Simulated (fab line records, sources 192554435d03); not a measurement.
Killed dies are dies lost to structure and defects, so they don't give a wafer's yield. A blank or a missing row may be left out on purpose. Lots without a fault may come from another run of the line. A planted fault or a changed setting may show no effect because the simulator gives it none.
Problem report in the 8D (eight disciplines) form, filled by code | flow n5_finfet | the parts of the form that need people (team, actions taken, sign-off) are left out

1. THE PROBLEM
spin_speed_rpm at N5_FIN_CUT_COAT_02 reads a mean of 1748.2 rpm on 6 wafers of 2 lots; wafers without a fault read 1499.9 rpm with a standard deviation of 0.87. That is +99 or more standard deviations from the usual mean.
The step: resist thk 30 nm.
First seen on wafer L767.4, day 5 08:05, on litho_track-04. The record holds 18 wafers of 6 lots with a number at this step. Rule for "out", or "out of limits": more than 4 standard deviations from the usual mean. The other wafers with a number count as sound.

2. WHAT IT IS AND WHAT IT IS NOT
question                    | is                     | is not
which readings at this step | spin_speed_rpm         | dispense_pressure_kPa
which lots                  | L767, L768             | L765, L770, L773, L775
which wafers of those lots  | all that have a number | -
read on which tools         | litho_track-04         | litho_track-03, litho_track-05
when                        | from day 5 08:05       | up to then (3 sound wafers); but 9 sound wafers of L770, L773, L775 came after

3. SUSPECTS, AND WHAT RULES EACH OUT
Counting: a tool at a process step up to the reading stays a suspect if it ran every lot that is out and no sound lot after the first of them.
- rie_si-04 at N5_FIN_SAQP_ETCH_64 (etches SiO2 in CF4, target depth 1.5 nm): kept. It ran every lot that is out, first L767 (day 5 07:47), and no sound lot after that.
- rie_si-04 at N5_FIN_SAQP_FIN_ETCH_36 (etches the open film in HBr/Cl2/O2, target depth 120 nm, time 50.4 s): kept. It ran every lot that is out, first L767 (day 5 07:48), and no sound lot after that.
- litho_track-04 at N5_FIN_CUT_COAT_02 (resist thk 30 nm): kept. It ran every lot that is out, first L767 (day 5 08:05), and no sound lot after that; its last sound lot up to then is L765 (day 4 20:42). Its own readings are out on those wafers: spin_speed_rpm.
Left after counting: rie_si-04 at N5_FIN_SAQP_ETCH_64, rie_si-04 at N5_FIN_SAQP_FIN_ETCH_36, litho_track-04 at N5_FIN_CUT_COAT_02.

4. THE CAUSE (what the simulator had put in)
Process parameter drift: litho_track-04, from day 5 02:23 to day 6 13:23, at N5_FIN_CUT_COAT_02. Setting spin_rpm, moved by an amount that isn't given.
Counting left 3 suspects, and this tool is among them.

5. THE CHAIN OF EFFECTS, in route order
Each row: a reading whose mean over the struck wafers that have a number lies more than 3 standard deviations from the usual. Only readings for which the record gives a usual standard deviation are gone through. hours: the time from each lot's start at the first step in this table that gives one to its start at this step, as a median over the lots. sigmas: the change in usual standard deviations.
hours | step               | reading        | usual      | on struck wafers | change | sigmas
0     | N5_FIN_CUT_COAT_02 | spin_speed_rpm | 1499.9 rpm | 1748.2           | +248.3 | +99 or more
The process steps in it:
- N5_FIN_CUT_COAT_02: resist thk 30 nm.
Later measuring or inspecting steps at which every struck wafer that the step has a row for has a number for every such reading, and none has moved that far: N5_FIN_CUT_CD_MEAS_08, N5_FIN_CUT_OVL_MEAS_09, N5_FIN_CUT_INSPECT_10, N5_BEOL_M4_RC_MEAS_101.

6. WHAT WOULD HAVE CAUGHT IT SOONER
In this record the first reading out of limits was taken at day 5 08:05, 6 hours after the fault began at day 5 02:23.
